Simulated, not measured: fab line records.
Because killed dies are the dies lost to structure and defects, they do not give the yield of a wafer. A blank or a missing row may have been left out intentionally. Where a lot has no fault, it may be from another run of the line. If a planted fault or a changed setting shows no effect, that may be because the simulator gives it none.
Struck lot and sound lot, side by side / flow nand_harc / 44 steps out of a route of 1159
Sound: the wafers L255.1, L255.2, L255.6. Struck: wafer L269.3 (left out: L269.4, L269.6 of the same lot, which were not struck); the cause appears at the end.
Each step with rows lists, per side, the tool, then ch with its chambers, then its first start. Under that, the readings that differ: sound wafers / struck wafers / difference of the means / sigmas: that difference in standard deviations of wafers without a fault.
alike: words and numbers the same on both sides, and readings whose means are apart by under 2 such deviations; not compared: readings that were withheld, readings missing a value for some wafer, numbers with overlapping values and no deviation given by the record, and bounds like >300 which may hide the same value.
A row with sigmas, a row that says differs or no value, or rows on one side alone: a step with any of these is where the two part. When numbers do not overlap yet have no deviation, they are printed without sigmas and do not part them. A reading missing from all wafers of one side parts the sides only when that side holds two or more wafers.

first, 2 steps without rows for these wafers: NHARC_P_GATE_PEB_09 (peb time 85 s); NHARC_P_GATE_DEVELOP_10 (time 70 s).
NHARC_P_GATE_CD_MEAS_11: the cd target is 1640 nm.
  sound on cd_sem-02 ch 0, day 4 10:46; struck on cd_sem-01 ch 0, day 7 13:58
  alike: cd_nm
then, 1 step without rows for these wafers: NHARC_P_GATE_HARDBAKE_12 (time 80 s).
NHARC_P_GATE_DESCUM_13: chemistry O2, time 3 s.
  sound on rie_diel-11 ch 0,1, day 4 10:56; struck on rie_diel-13 ch 1, day 7 14:08
  alike: drypump_motor_current_A, oes_product_au, rf_vpp_V, showerhead_plenum_p_Torr, throttle_valve_pct
  not compared: rf_hours_counter_h
then, 7 steps without rows for these wafers: NHARC_P_GATE_ETCH_14 (etches SiO2 in dHF, target depth 48.8 nm); NHARC_P_GATE_STRIP_15 (strips in SPM, time 780 s); NHARC_P_GATE_PRECLEAN_71 (cleans in SC1); NHARC_P_GATE_SRD_72; NHARC_P_GATE_OXIDE_16 (material SiO2, target thk 3 nm, ox time 392 s); NHARC_P_GATE_CVD_17 (deposits poly-Si, target thk 150 nm, time 900 s); NHARC_P_GATE_HM_DEP_102 (deposits aC, target thk 120 nm).
NHARC_P_GATE_DEP_103: deposits SiON, target thk 30 nm.
  sound on pecvd-02 ch 0,1, day 4 23:54; struck on pecvd-04 ch 0, day 8 06:29
  alike: heater_power_w
then, 8 steps without rows for these wafers: NHARC_P_GATE_DEHYDRATE_18 (time 120 s); NHARC_P_GATE_HMDS_19 (time 30 s); NHARC_P_GATE_COAT_20 (resist thk 90 nm); NHARC_P_GATE_SOFTBAKE_21 (time 55 s); NHARC_P_GATE_EBR_22; NHARC_P_GATE_EXPOSE_23 (exposes mask P GATE, target cd 120 nm); NHARC_P_GATE_PEB_24 (peb time 65 s); NHARC_P_GATE_DEVELOP_25 (develop time 35 s).
NHARC_P_GATE_CD_MEAS_26: the cd target is 120 nm.
  sound on cd_sem-03 ch 0, day 5 00:35; struck on cd_sem-02 ch 0, day 8 07:06
  alike: cd_nm
NHARC_P_GATE_OVL_MEAS_27:
  sound: overlay-01 at day 5 00:40; struck: overlay-01 at day 8 07:11
reading=overlay_x_nm (nm); sound=1.5 1.7 1.3; struck=-0.7; difference=-2.2; sigmas=-3
  alike: overlay_y_nm
NHARC_P_GATE_INSPECT_28:
  sound: defect_inspect-02 at day 5 00:42; struck: defect_inspect-01 at day 8 07:13
reading=raw_defect_count; sound=3 7 7; struck=446; difference=+440; sigmas=+99 or more
then, 1 step without rows for these wafers: NHARC_P_GATE_DESCUM_31 (chemistry O2, time 3 s).
NHARC_P_GATE_ETCH_104: etches the open film in CF4/CHF3, target depth 60 nm.
  sound on rie_diel-07 ch 0,1, day 5 00:58; struck on rie_diel-13 ch 2, day 8 07:22
  alike: drypump_motor_current_A, oes_product_au, rf_vpp_V, showerhead_plenum_p_Torr, throttle_valve_pct
then, 4 steps without rows for these wafers: NHARC_P_GATE_HM_OPEN_105 (chemistry O2/COS, target depth 360 nm); NHARC_P_GATE_STRIP_106 (strips in O2/COS); NHARC_P_GATE_ETCH_114 (etches the open film in CF4/O2, target depth 30 nm, overetch 3 nm, time 16.5 s); NHARC_P_GATE_ETCH_32 (etches the open film in HBr/Cl2, target depth 150 nm, time 100.1 s).
NHARC_P_GATE_STRIP_108: strips in O2.
  sound on rie_diel-13 ch 0,3, day 5 01:32; struck on rie_diel-13 ch 3, day 8 07:55
  alike: drypump_motor_current_A, oes_product_au, rf_vpp_V, showerhead_plenum_p_Torr, throttle_valve_pct
  not compared: rf_hours_counter_h
NHARC_P_GATE_CD_MEAS_33:
  sound: cd_sem-02 at day 5 01:43; struck: cd_sem-03 at day 8 08:06
  alike: cd_nm
then, 3 steps without rows for these wafers: NHARC_P_GATE_STRIP_35 (strips in SPM, time 600 s); NHARC_P_GATE_PRECLEAN_73 (cleans in SC1); NHARC_P_GATE_SRD_74.
NHARC_P_GATE_ALD_36: deposits SiNx, target thk 20 nm, pulse time 60 s, ald cycles 223.
  sound on ald_sin-03 ch 0,1,2, day 5 02:10; struck on ald_sin-03 ch 2, day 8 11:43
  alike: heater_power_w, precursor_pulse_height_rel
NHARC_P_GATE_ETCHBACK_37: etches the open film in CHF3/O2, target depth 34.5 nm, time 17.2 s.
  sound: rie_diel-07 ch 0,3; struck: rie_diel-07 ch 3
reading=oes_product_au (a.u.); sound=0.937 0.930 0.933; struck=1.014; difference=+0.081; sigmas=+3
reading=rf_vpp_V (V); sound=374.5 370.1 369.0; struck=375.5; difference=+4.3; sigmas=+2
  alike: drypump_motor_current_A, showerhead_plenum_p_Torr, throttle_valve_pct
  not compared: rf_hours_counter_h
then, 5 steps without rows for these wafers: NHARC_P_GATE_STRIP_101 (strips in O2, time 20 s); NHARC_P_GATE_PRECLEAN_97 (cleans in SPM, time 600 s); NHARC_P_GATE_SRD_98; NHARC_P_GATE_PRECLEAN_99 (cleans in SC1); NHARC_P_GATE_SRD_100.
NHARC_P_GATE_INSPECT_68:
  sound: defect_inspect-02 at day 5 19:53; struck: defect_inspect-01 at day 9 02:47
reading=raw_defect_count; sound=197 99 204; struck=650; difference=+483; sigmas=+6
-- record jumps: 17 days between struck wafers' starts before vs after; left off in module P_GATE, resumes in module END, first step shown is number 1159 of the route --
NHARC_END_SORT_01:
  the record has rows for the struck wafers here (prober-02 ch 0, day 25 20:18) and none for the sound ones

## WHERE THEY PART
First at NHARC_P_GATE_OVL_MEAS_27; last, within this record, at NHARC_END_SORT_01.

WHY: what the simulator had put in
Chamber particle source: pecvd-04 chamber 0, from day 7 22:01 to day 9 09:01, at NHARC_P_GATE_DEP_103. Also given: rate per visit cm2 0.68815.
